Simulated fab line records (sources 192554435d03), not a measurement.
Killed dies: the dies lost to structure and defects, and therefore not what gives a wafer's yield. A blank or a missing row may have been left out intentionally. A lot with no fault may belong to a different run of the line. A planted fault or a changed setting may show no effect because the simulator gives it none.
Chamber matching ; flow n5_finfet ; N5_BEOL_M15_DEP_53 on pecvd-04 has 3 sister chambers
The step deposits SiCN from 3MS/NH3, target thk 50 nm, time 17.8 s. 3 wafers are shown with their chamber, then 9 later ones without.

WAFERS WITH THEIR CHAMBER
wafer;chamber;throttle_valve_pct (%)
L081.1;0;19.0
L081.4;1;17.8
L087.5;2;16.7

WAFERS WITH NO CHAMBER GIVEN
wafer;throttle_valve_pct (%)
L090.1;17.7
L090.3;16.8
L090.5;16.3
L092.3;18.8
L092.4;16.7
L092.6;16.9
L094.1;16.6
L094.5;19.0
L094.6;17.0

CHAMBER TAKEN BY EACH
wafer;from the rows above;in truth
L090.1;1;1
L090.3;2;2
L090.5;2;2
L092.3;0;0
L092.4;2;2
L092.6;2;2
L094.1;2;2
L094.5;0;0
L094.6;2;2
Correctly placed: 9 of 9. From these rows, 0 cannot be placed. Number placed wrongly: 0.
How it was worked out, from the rows above alone: a wafer's distance from a chamber is the root of the sum, over the readings, of the square of ((its reading less the chamber's mean) divided by the reading's scatter). The wafer belongs to the nearest chamber; if the next one is less than 2 further off, it can't be placed. For every chamber, the mean is computed from those of its wafers that are shown. The scatter: root of mean squared gap, hidden wafer to nearest shown wafer, with one shown wafer a chamber.
